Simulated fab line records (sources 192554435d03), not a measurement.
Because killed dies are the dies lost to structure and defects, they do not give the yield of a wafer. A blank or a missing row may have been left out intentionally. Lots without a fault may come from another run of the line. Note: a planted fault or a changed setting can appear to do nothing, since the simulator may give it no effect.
Chamber matching / flow n5-finfet / N5_BEOL_M5_PRE_CLEAN_77 on cvd-co-02 has 3 sister chambers
The step time 15 s. 6 wafers are shown with their chamber, then 12 later ones without.

WAFERS, EACH WITH ITS CHAMBER
wafer=L076.6; chamber=2; heater-power-w (W)=75
wafer=L078.5; chamber=2; heater-power-w (W)=75
wafer=L086.3; chamber=1; heater-power-w (W)=149
wafer=L086.4; chamber=0; heater-power-w (W)=99
wafer=L086.5; chamber=0; heater-power-w (W)=99
wafer=L086.6; chamber=1; heater-power-w (W)=151

WAFERS WITH NO CHAMBER GIVEN
wafer=L091.1; heater-power-w (W)=97
wafer=L091.3; heater-power-w (W)=79
wafer=L091.6; heater-power-w (W)=100
wafer=L092.3; heater-power-w (W)=98
wafer=L092.5; heater-power-w (W)=151
wafer=L092.6; heater-power-w (W)=75
wafer=L094.1; heater-power-w (W)=96
wafer=L094.5; heater-power-w (W)=148
wafer=L094.6; heater-power-w (W)=78
wafer=L097.2; heater-power-w (W)=77
wafer=L097.3; heater-power-w (W)=99
wafer=L097.5; heater-power-w (W)=147

WHICH CHAMBER EACH ONE RAN IN
wafer=L091.1; from the rows above=0; in truth=0
wafer=L091.3; from the rows above=2; in truth=2
wafer=L091.6; from the rows above=0; in truth=0
wafer=L092.3; from the rows above=0; in truth=0
wafer=L092.5; from the rows above=1; in truth=1
wafer=L092.6; from the rows above=2; in truth=2
wafer=L094.1; from the rows above=0; in truth=0
wafer=L094.5; from the rows above=1; in truth=1
wafer=L094.6; from the rows above=2; in truth=2
wafer=L097.2; from the rows above=2; in truth=2
wafer=L097.3; from the rows above=0; in truth=0
wafer=L097.5; from the rows above=1; in truth=1
Correctly placed: 12 of 12. Not placeable from these rows: 0. Wrongly placed: 0.
How it was worked out, from the rows above alone: a wafer's distance from a chamber is the root of the sum, over the readings, of the square of ((its reading less the chamber's mean) divided by the reading's scatter). If the next closest chamber is less than 2 further off than the closest, the wafer can't be placed; otherwise it belongs to the closest. The mean given for a chamber averages the wafers shown for that chamber. The scatter: take each reading less its chamber's mean, square it, sum over the shown wafers, divide by the number of wafers less the number of chambers, and take the root.
